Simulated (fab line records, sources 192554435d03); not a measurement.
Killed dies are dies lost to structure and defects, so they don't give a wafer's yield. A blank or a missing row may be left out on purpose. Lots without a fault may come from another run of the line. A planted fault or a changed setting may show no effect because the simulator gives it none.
fab line records | flow n5_finfet | part 1 of 2: steps 1 to 18 of 25
record lots=5 wafers=15 last_day=15
route steps=1938 shown BEOL_M0_CUTY@701 BEOL_M0@715
lots that met no fault: from a run of the same line without faults
start_h: hours from the record's first day to the start of the lot's first wafer shown | wait_h: hours since the lot's step before | " the same as in the row above | L1.1+2: a row that stands for several wafers | - no value, or no start given | * or withheld: withheld | < > ~ a bound
route shown NAME@n: a module of which the file shows steps, and the number in the route of the first | usual: mean/standard deviation of fault-free wafers | same: alike in all rows | chamber/n: place in a boat | sites: the reading at each site | _std_site: their standard deviation | _edge_site: outer sites' mean less inner sites' | radius_mm: how far each site lies from the wafer's centre | mask NAME#n: copy n | behind: the tool/chamber that last shaped the wafer | hold: why the lot was held/for how many hours/how that ended | device: the transistor (n, p or np) that didn't switch | end of line: the same wafers' tests at the end of the route | a step without rows: its recipe alone | killed: dies lost to structure and defects at the first sort, not the wafer's yield | map: a wafer's dies, x killed, . not, _ none there
set.NAME: the setting as run; set.NAME@STEP: as run at that earlier step | model.NAME: the simulator's own value behind a step, which no gauge read
lots at some steps of the route; a table a step, a row a wafer
services: from which hour (start_h, from the record's first day; less than 0 if before it) a tool's chamber was out of use, for how many hours, and why
## steps
# step N5_BEOL_M0_CUTY_COAT_50
# recipe resist=SiARC temp_c=220 time_s=60 spin_rpm=1500 resist_thk_nm=15
# usual chill_plate_temp_C=22.99/0.1 dispense_pressure_kPa=52/3.1
# columns lot.wafer tool chamber start_h wait_h chill_plate_temp_C dispense_pressure_kPa
L079.1 litho_track-05 0 151.97 0.0 22.97 47
L079.2 " 0 " " 23.15 47
L079.6 " 0 " " 23.06 47
L080.1 litho_track-01 0 156.58 0.0 23.04 55
L080.3 " 0 " " 23.00 55
L080.4 " 0 " " 22.95 55
L082.2 litho_track-01 0 161.97 0.0 23.09 55
L082.4 " 0 " " 23.04 55
L082.6 " 0 " " 23.10 55
L087.1 litho_track-01 0 187.47 0.0 23.14 55
L087.2 " 0 " " 22.98 55
L087.6 " 0 " " 22.90 55
L089.1 litho_track-05 0 208.89 0.0 22.92 47
L089.4 " 0 " " 23.03 47
L089.6 " 0 " " 23.07 47
# step N5_BEOL_M0_CUTY_COAT_51
# recipe resist=CAR-ArF-block spin_rpm=1500 resist_thk_nm=150
# usual chill_plate_temp_C=22.98/0.11 dispense_pressure_kPa=52/3.1
# columns lot.wafer tool chamber start_h wait_h chill_plate_temp_C dispense_pressure_kPa
L079.1 litho_track-05 0 - - 23.29 47
L079.2 " 0 " " 23.06 47
L079.6 " 0 " " 23.19 47
L080.1 litho_track-01 0 - - 23.00 55
L080.3 " 0 " " 22.95 55
L080.4 " 0 " " 23.01 55
L082.2 litho_track-01 0 - - 23.06 55
L082.4 " 0 " " 23.04 55
L082.6 " 0 " " 22.94 55
L087.1 litho_track-01 0 - - 22.99 55
L087.2 " 0 " " 23.04 55
L087.6 " 0 " " 22.99 55
L089.1 litho_track-05 0 - - 23.07 47
L089.4 " 0 " " 23.04 47
L089.6 " 0 " " 22.96 47
# step N5_BEOL_M0_CUTY_EBR_52
# recipe solvent=PGMEA ebr_width_mm=1.5
# usual chill_plate_temp_C=23.01/0.11
# columns lot.wafer tool chamber start_h wait_h chill_plate_temp_C
L079.1 litho_track-05 0 - - 22.78
L079.2 " 0 " " 22.99
L079.6 " 0 " " 22.95
L080.1 litho_track-01 0 - - 23.14
L080.3 " 0 " " 23.20
L080.4 " 0 " " 23.23
L082.2 litho_track-01 0 - - 22.99
L082.4 " 0 " " 22.97
L082.6 " 0 " " 22.96
L087.1 litho_track-01 0 - - 23.00
L087.2 " 0 " " 23.03
L087.6 " 0 " " 23.03
L089.1 litho_track-05 0 - - 22.85
L089.4 " 0 " " 22.91
L089.6 " 0 " " 22.88
# step N5_BEOL_M0_CUTY_SOFTBAKE_53
# recipe temp_c=110 time_s=60 resist=CAR-ArF-block
# usual chill_plate_temp_C=23.00/0.1
# columns lot.wafer tool chamber start_h wait_h chill_plate_temp_C
L079.1 litho_track-05 0 - - 23.00
L079.2 " 0 " " 23.04
L079.6 " 0 " " 23.06
L080.1 litho_track-01 0 - - 22.95
L080.3 " 0 " " 23.01
L080.4 " 0 " " 23.04
L082.2 litho_track-01 0 - - 23.06
L082.4 " 0 " " 23.10
L082.6 " 0 " " 23.05
L087.1 litho_track-01 0 - - 22.78
L087.2 " 0 " " 22.94
L087.6 " 0 " " 23.00
L089.1 litho_track-05 0 - - 22.78
L089.4 " 0 " " 22.99
L089.6 " 0 " " 22.86
# step N5_BEOL_M0_CUTY_EXPOSE_54
# recipe mask_id=M0_ABLK na=1.35 source_shape=conventional sigma_outer=0.8 polarization=unpolarized dose_mj=36
# same na=1.35
# columns lot.wafer tool chamber start_h wait_h mask
L079.1+2+6 arfi_scanner-03 0 152.19 - M0_ABLK#0
L080.1+3+4 arfi_scanner-02 0 156.81 - M0_ABLK#0
L082.2+4+6 arfi_scanner-02 0 162.20 - M0_ABLK#0
L087.1+2+6 arfi_scanner-01 0 187.69 - M0_ABLK#0
L089.1+4+6 arfi_scanner-03 0 209.12 - M0_ABLK#0
# step N5_BEOL_M0_CUTY_PEB_55
# recipe peb_temp_c=110 peb_time_s=60 resist=CAR-ArF-block
# usual chill_plate_temp_C=22.98/0.13
# columns lot.wafer tool chamber start_h wait_h chill_plate_temp_C
L079.1 litho_track-01 0 152.25 0.1 23.01
L079.2 " 0 " " 23.01
L079.6 " 0 " " 22.89
L080.1 litho_track-05 0 156.87 0.1 22.89
L080.3 " 0 " " 22.95
L080.4 " 0 " " 22.92
L082.2 litho_track-05 0 162.25 0.0 22.95
L082.4 " 0 " " 23.00
L082.6 " 0 " " 23.05
L087.1 litho_track-03 0 187.75 0.1 22.96
L087.2 " 0 " " 22.95
L087.6 " 0 " " 22.95
L089.1 litho_track-01 0 209.17 0.1 22.99
L089.4 " 0 " " 22.82
L089.6 " 0 " " 22.78
# step N5_BEOL_M0_CUTY_DEVELOP_56
# recipe develop_time_s=30 developer=TMAH resist=CAR-ArF-block rinse_liquid=diw dry=air_spin dev_temp_c=23
# usual chill_plate_temp_C=23.00/0.1
# columns lot.wafer tool chamber start_h wait_h chill_plate_temp_C
L079.1 litho_track-01 0 - - 23.02
L079.2 " 0 " " 23.03
L079.6 " 0 " " 23.03
L080.1 litho_track-05 0 - - 22.92
L080.3 " 0 " " 23.07
L080.4 " 0 " " 23.15
L082.2 litho_track-05 0 - - 23.01
L082.4 " 0 " " 22.89
L082.6 " 0 " " 22.95
L087.1 litho_track-03 0 - - 22.91
L087.2 " 0 " " 22.86
L087.6 " 0 " " 23.05
L089.1 litho_track-01 0 - - 23.12
L089.4 " 0 " " 22.84
L089.6 " 0 " " 23.02
# step N5_BEOL_M0_CUTY_CD_MEAS_57
# recipe target_cd_nm=200 landing_energy_ev=500 detector=se_inlens polarity=line
# usual cd_nm=200.3/0.91
# columns lot.wafer tool chamber start_h wait_h cd_nm
L079.1 cd_sem-03 0 152.31 - 199.6
L079.2 " 0 " " 198.5
L079.6 " 0 " " 199.9
L080.1 cd_sem-01 0 156.93 - 200.0
L080.3 " 0 " " 200.7
L080.4 " 0 " " 199.6
L082.2 cd_sem-02 0 162.32 - 199.5
L082.4 " 0 " " 199.4
L082.6 " 0 " " 200.2
L087.1 cd_sem-02 0 187.82 - 201.4
L087.2 " 0 " " 201.8
L087.6 " 0 " " 201.3
L089.1 cd_sem-02 0 209.24 - 201.7
L089.4 " 0 " " 200.9
L089.6 " 0 " " 199.6
# step N5_BEOL_M0_CUTY_OVL_MEAS_58
# recipe points_per_wafer=44
# usual M0_ABLK_OVL=-0.1/0.86
# columns lot.wafer tool chamber start_h wait_h M0_ABLK_OVL[nm]
L079.1 overlay-01 0 152.35 0.0 -0.6
L079.2 " 0 " " -1.0
L079.6 " 0 " " -0.4
L080.1 overlay-02 0 156.96 0.0 0.8
L080.3 " 0 " " -0.3
L080.4 " 0 " " 1.1
L082.2 overlay-01 0 162.35 0.0 0.3
L082.4 " 0 " " 1.3
L082.6 " 0 " " 0.6
L087.1 overlay-01 0 187.85 0.0 1.1
L087.2 " 0 " " -0.6
L087.6 " 0 " " -0.2
L089.1 overlay-01 0 209.27 0.0 0.1
L089.4 " 0 " " 0.7
L089.6 " 0 " " 0.7
# step N5_BEOL_M0_CUTY_INSPECT_59
# recipe mode=adi inspect_instrument=macro
# usual raw_defect_count=2.2/1.4
# columns lot.wafer tool chamber start_h wait_h raw_defect_count
L079.1 defect_inspect-01 - 152.37 0.0 3
L079.2 " - " " 3
L079.6 " - " " 0
L080.1 defect_inspect-01 - 156.99 0.0 1
L080.3 " - " " 3
L080.4 " - " " 3
L082.2 defect_inspect-02 - 162.37 0.0 2
L082.4 " - " " 1
L082.6 " - " " 4
L087.1 defect_inspect-01 - 187.87 0.0 0
L087.2 " - " " 5
L087.6 " - " " 1
L089.1 defect_inspect-02 - 209.30 0.0 2
L089.4 " - " " 1
L089.6 " - " " 2
# step N5_BEOL_M0_CUTY_DESCUM_61
# recipe chemistry=O2 time_s=7.9 source_power_w=50 bias_power_w=20 pressure_mtorr=20 rf_frequency_hz=2.712e+07 temp_c=40 resist=CAR-ArF-block o2_flow_sccm=225
# usual drypump_motor_current_A=5.6/0.54 o2_flow_sccm=224.9/0.72 oes_product_au=0.81/0.061 rf_vpp_V=243.0/1.3 showerhead_plenum_p_Torr=2.09/0.065 throttle_valve_pct=20.42/0.23
# columns lot.wafer tool chamber start_h wait_h drypump_motor_current_A o2_flow_sccm oes_product_au rf_hours_counter_h rf_vpp_V showerhead_plenum_p_Torr throttle_valve_pct
L079.1 rie_diel-03 3 152.40 0.0 6.0 225.6 0.78 126 242.7 2.09 20.12
L079.2 " 2 " " 5.6 225.7 0.90 23 242.9 2.14 20.01
L079.6 " 2 " " 5.6 224.0 0.90 - 243.0 2.14 20.00
L080.1 rie_diel-06 2 157.04 0.0 5.5 225.1 0.81 88 241.4 2.02 20.32
L080.3 " 3 " " 6.6 224.9 0.80 85 243.6 2.12 20.63
L080.4 " 0 " " 6.2 225.4 0.88 32 241.6 2.04 20.41
L082.2 rie_diel-02 3 162.40 0.0 5.4 225.9 0.78 141 244.7 2.20 20.59
L082.4 " 2 " " 5.1 224.6 0.91 23 240.9 2.05 20.61
L082.6 " 2 " " 5.1 225.7 0.91 - 242.2 2.05 20.59
L087.1 rie_diel-06 0 187.91 0.0 6.2 223.7 0.86 40 242.1 2.03 20.45
L087.2 " 3 " " 6.6 225.1 0.77 95 243.7 2.12 20.61
L087.6 " 1 " " 4.9 224.5 0.73 - 240.5 2.03 20.74
L089.1 rie_diel-03 1 209.47 0.2 6.1 225.9 0.88 52 243.3 2.13 20.19
L089.4 " 3 " " 6.0 224.8 0.76 142 244.6 2.09 20.13
L089.6 " 3 " " 6.0 223.8 0.75 - 243.8 2.09 20.15
# step N5_BEOL_M0_CUTY_ETCH_62
# recipe chemistry=CF4 target=SiARC mask_material=CAR-ArF-block time_s=58.5 ion_energy_ev=80 pressure_mtorr=40 source_w=545 bias_w=36 Ar_flow_sccm=100 cf4_flow_sccm=100 ends=cleared
# usual drypump_motor_current_A=5.6/0.54 etch_rf_on_time_s=59.3/1.5 oes_product_au=0.69/0.053 rf_vpp_V=183.9/1.1 showerhead_plenum_p_Torr=2.14/0.058 throttle_valve_pct=15.58/0.21
# columns lot.wafer tool chamber start_h wait_h drypump_motor_current_A etch_rf_on_time_s oes_product_au rf_hours_counter_h rf_vpp_V showerhead_plenum_p_Torr throttle_valve_pct
L079.1 rie_diel-03 3 152.44 0.0 6.0 57.6 0.65 126 184.4 2.14 15.34
L079.2 " 2 " " 5.6 58.7 0.75 23 185.9 2.19 15.21
L079.6 " 2 " " 5.6 58.1 0.76 - 184.4 2.19 15.21
L080.1 rie_diel-06 2 157.07 0.0 5.4 61.0 0.70 88 182.8 2.09 15.62
L080.3 " 3 " " 6.6 57.7 0.69 85 182.8 2.17 15.67
L080.4 " 0 " " 6.2 58.5 0.75 32 183.1 2.11 15.64
L082.2 rie_diel-02 3 162.44 0.0 5.4 59.6 0.65 141 184.1 2.23 15.68
L082.4 " 2 " " 5.1 57.6 0.79 23 183.5 2.09 15.65
L082.6 " 2 " " 5.1 57.7 0.79 - 185.5 2.09 15.62
L087.1 rie_diel-06 0 187.94 0.0 6.2 59.3 0.73 40 184.7 2.10 15.65
L087.2 " 3 " " 6.6 58.9 0.67 95 184.7 2.16 15.72
L087.6 " 1 " " 4.8 60.0 0.63 - 184.4 2.05 15.72
L089.1 rie_diel-03 1 209.51 0.0 6.1 60.2 0.73 52 184.8 2.19 15.40
L089.4 " 3 " " 6.0 58.1 0.64 142 183.9 2.14 15.38
L089.6 " 3 " " 6.0 58.0 0.64 - 183.7 2.14 15.36
# step N5_BEOL_M0_CUTY_ETCH_63
# recipe chemistry=N2/H2 target=SOC target_depth_a=827 overetch_a=165 mask_material=SiARC temp_c=40 ion_energy_ev=200 time_s=124 pressure_mtorr=30 source_w=840 bias_w=150 n2_flow_sccm=200 h2_flow_sccm=200
# usual drypump_motor_current_A=5.6/0.54 oes_product_au=0.67/0.049 rf_vpp_V=523.6/2.2 showerhead_plenum_p_Torr=2.53/0.077 throttle_valve_pct=17.77/0.25
# columns lot.wafer tool chamber start_h wait_h drypump_motor_current_A oes_product_au rf_hours_counter_h rf_vpp_V showerhead_plenum_p_Torr throttle_valve_pct
L079.1 rie_diel-03 3 152.48 0.0 6.0 0.62 126 523.1 2.55 17.68
L079.2 " 2 " " 5.6 0.73 23 524.3 2.59 17.27
L079.6 " 2 " " 5.6 0.73 - 526.5 2.59 17.27
L080.1 rie_diel-06 2 157.12 0.0 5.4 0.69 88 522.3 2.46 17.63
L080.3 " 3 " " 6.6 0.66 85 524.6 2.58 18.04
L080.4 " 0 " " 6.2 0.72 32 521.7 2.48 17.75
L082.2 rie_diel-02 3 162.48 0.0 5.4 0.63 141 527.0 2.65 17.79
L082.4 " 2 " " 5.1 0.74 23 522.4 2.50 18.08
L082.6 " 2 " " 5.1 0.75 - 522.8 2.50 18.10
L087.1 rie_diel-06 0 187.99 0.0 6.2 0.71 40 522.2 2.48 17.77
L087.2 " 3 " " 6.6 0.66 95 525.3 2.58 18.07
L087.6 " 1 " " 4.8 0.61 - 519.8 2.42 17.85
L089.1 rie_diel-03 1 209.55 0.0 6.1 0.72 52 523.8 2.59 17.55
L089.4 " 3 " " 6.0 0.61 142 524.0 2.54 17.73
L089.6 " 3 " " 6.0 0.61 - 526.1 2.54 17.73
# step N5_BEOL_M0_CUTY_STRIP_64
# recipe chemistry=N2/H2 temp_c=40 n2_flow_sccm=200 h2_flow_sccm=200 rf_frequency_hz=6e+07
# columns lot.wafer tool chamber start_h wait_h
L079.1+2+6 rie_diel-03 3,2,2 152.60 0.1
L080.1+3+4 rie_diel-06 2,3,0 157.23 0.1
L082.2+4+6 rie_diel-02 3,2,2 162.60 0.1
L087.1+2+6 rie_diel-06 0,3,1 188.10 0.1
L089.1+4+6 rie_diel-03 1,3,3 209.67 0.1
# step N5_BEOL_M0_ETCH_138
# recipe chemistry=CH3F/O2 target_depth_a=120 target=SiCN time_s=31.6 ion_energy_ev=120 pressure_mtorr=30 source_w=395 bias_w=75 Ar_flow_sccm=150 CH3F_flow_sccm=30 O2_flow_sccm=20 ends=cleared
# usual drypump_motor_current_A=5.6/0.54 etch_rf_on_time_s=29.3/0.86 oes_product_au=0.69/0.052 rf_vpp_V=297.2/1.5 showerhead_plenum_p_Torr=2.00/0.056 throttle_valve_pct=16.29/0.21
# columns lot.wafer tool chamber start_h wait_h drypump_motor_current_A etch_rf_on_time_s oes_product_au rf_hours_counter_h rf_vpp_V showerhead_plenum_p_Torr throttle_valve_pct
L079.1 rie_diel-03 3 152.61 0.0 6.0 28.1 0.66 126 297.0 2.00 16.01
L079.2 " 2 " " 5.6 27.8 0.76 24 297.4 2.05 15.90
L079.6 " 2 " " 5.6 28.8 0.76 - 296.7 2.05 15.91
L080.1 rie_diel-06 2 157.24 0.0 5.4 29.2 0.69 88 295.3 1.94 16.29
L080.3 " 3 " " 6.6 29.4 0.69 85 298.4 2.03 16.43
L080.4 " 0 " " 6.2 29.2 0.75 32 296.1 1.97 16.38
L082.2 rie_diel-02 3 162.61 0.0 5.4 28.8 0.66 141 300.0 2.08 16.37
L082.4 " 2 " " 5.1 28.8 0.78 23 297.0 1.95 16.37
L082.6 " 2 " " 5.1 29.6 0.79 - 297.9 1.95 16.39
L087.1 rie_diel-06 0 188.11 0.0 6.2 27.5 0.74 40 298.1 1.96 16.39
L087.2 " 3 " " 6.6 28.8 0.67 95 297.7 2.02 16.44
L087.6 " 1 " " 4.8 29.0 0.64 - 294.7 1.91 16.49
L089.1 rie_diel-03 1 209.68 0.0 6.1 29.8 0.74 52 298.0 2.04 16.10
L089.4 " 3 " " 6.0 27.8 0.64 142 295.9 1.99 16.04
L089.6 " 3 " " 6.0 29.1 0.64 - 296.6 1.99 16.05
# step N5_BEOL_M0_HM_OPEN_105
# recipe chemistry=Cl2/BCl3 target_depth_a=120 target=TiN ion_energy_ev=150 pressure_mtorr=10 icp_w=1000 bias_w=126 Cl2_flow_sccm=53.25 bcl3_flow_sccm=21.75 Ar_flow_sccm=25
# usual drypump_motor_current_A=5.7/0.52 mfc_cl2_sccm=53.25/0.16 oes_product_au=0.78/0.1 throttle_valve_pct=21.92/0.2
# columns lot.wafer tool chamber start_h wait_h drypump_motor_current_A mfc_cl2_sccm oes_product_au rf_hours_counter_h throttle_valve_pct
L079.1 rie_metal-03 1 154.85 2.2 5.9 53.32 0.71 76 21.61
L079.2 " 0 " " 4.6 53.09 0.80 33 22.05
L079.6 " 1 " " 5.9 53.20 0.71 - 21.58
L080.1 rie_metal-03 1 172.89 15.6 5.9 53.32 0.71 77 21.59
L080.3 " 1 " " 5.9 53.31 0.70 - 21.59
L080.4 " 0 " " 4.6 53.18 0.79 - 22.05
L082.2 rie_metal-01 0 172.89 10.2 6.2 53.32 0.89 8 21.87
L082.4 " 0 " " 6.2 53.38 0.89 - 21.85
L082.6 " 0 " " 6.2 53.27 0.90 - 21.87
L087.1 rie_metal-02 0 188.51 0.4 6.1 53.09 0.74 58 22.02
L087.2 " 1 " " 5.6 53.15 0.95 5 21.90
L087.6 " 1 " " 5.6 53.24 0.94 - 21.90
L089.1 rie_metal-01 1 209.92 0.2 5.8 53.24 0.65 110 22.19
L089.4 " 1 " " 5.8 53.07 0.65 - 22.18
L089.6 " 0 " " 6.1 53.13 0.89 - 21.88
# step N5_BEOL_M0_STRIP_140
# recipe chemistry=CF4 resist=SiARC power_w=300 bias_power_w=75 pressure_mtorr=50 cf4_flow_sccm=150 rf_frequency_hz=6e+07
# usual drypump_motor_current_A=5.6/0.51 oes_product_au=0.81/0.057 rf_vpp_V=271.0/1.4 showerhead_plenum_p_Torr=1.79/0.05 throttle_valve_pct=13.51/0.21
# columns lot.wafer tool chamber start_h wait_h drypump_motor_current_A oes_product_au rf_hours_counter_h rf_vpp_V showerhead_plenum_p_Torr throttle_valve_pct
L079.1 rie_diel-03 3 155.02 0.1 6.0 0.75 126 270.6 1.80 13.34
L079.2 " 0 " " 5.5 0.83 67 273.0 1.88 13.07
L079.6 " 1 " " 6.1 0.89 - 272.3 1.84 13.31
L082.2 rie_diel-06 0 173.30 0.4 6.2 0.86 35 269.5 1.76 13.57
L082.4 " 1 " " 4.8 0.74 162 268.3 1.72 13.69
L082.6 " 1 " " 4.8 0.74 - 269.6 1.72 13.72
L080.1 rie_diel-03 3 173.35 0.4 6.0 0.75 131 271.3 1.80 13.36
L080.3 " 0 " " 5.5 0.83 71 272.5 1.88 13.09
L080.4 " 1 " " 6.1 0.88 40 269.9 1.84 13.32
L087.1 rie_diel-02 0 188.80 0.2 5.4 0.73 158 270.8 1.80 13.82
L087.2 " 3 " " 5.4 0.76 150 270.6 1.87 13.71
L087.6 " 3 " " 5.4 0.75 - 272.9 1.87 13.69
L089.1 rie_diel-03 3 210.09 0.1 6.0 0.73 142 271.4 1.79 13.37
L089.4 " 0 " " 5.5 0.81 82 273.3 1.88 13.08
L089.6 " 2 " " 5.6 0.84 - 272.3 1.83 13.20
# step N5_BEOL_M0_STRIP_104
# recipe chemistry=N2/H2 power_w=450 temp_c=40 pressure_mtorr=20 rf_frequency_hz=6e+07 overash_fraction=0.3 bias_power_w=7 h2_frac=0.5 n2_flow_sccm=200 h2_flow_sccm=200
# usual drypump_motor_current_A=5.6/0.51 oes_product_au=0.82/0.06 rf_vpp_V=59.2/1.6 showerhead_plenum_p_Torr=2.53/0.076 throttle_valve_pct=23.6/0.39
# columns lot.wafer tool chamber start_h wait_h drypump_motor_current_A oes_product_au rf_hours_counter_h rf_vpp_V showerhead_plenum_p_Torr throttle_valve_pct
L079.1 rie_diel-03 3 155.04 0.0 5.9 0.78 126 59.4 2.54 23.7
L079.2 " 0 " " 5.4 0.83 67 64.2 2.68 22.9
L079.6 " 1 " " 6.1 0.91 - 60.7 2.59 23.3
L082.2 rie_diel-06 0 173.32 0.0 6.2 0.86 35 59.3 2.48 23.5
L082.4 " 1 " " 4.8 0.73 162 60.3 2.42 23.6
L082.6 " 1 " " 4.9 0.73 - 59.4 2.41 23.6
L080.1 rie_diel-03 3 173.37 0.0 6.0 0.76 131 60.9 2.54 23.7
L080.3 " 0 " " 5.5 0.83 71 62.4 2.68 22.9
L080.4 " 1 " " 6.1 0.89 40 61.1 2.59 23.3
L087.1 rie_diel-02 0 188.82 0.0 5.4 0.73 158 60.9 2.53 23.8
L087.2 " 3 " " 5.4 0.78 150 59.5 2.65 23.4
L087.6 " 3 " " 5.4 0.76 - 57.7 2.65 23.5
L089.1 rie_diel-03 3 210.11 0.0 6.0 0.74 142 57.6 2.54 23.7
L089.4 " 0 " " 5.5 0.82 82 55.7 2.67 22.9
L089.6 " 2 " " 5.6 0.85 - 61.2 2.57 23.0
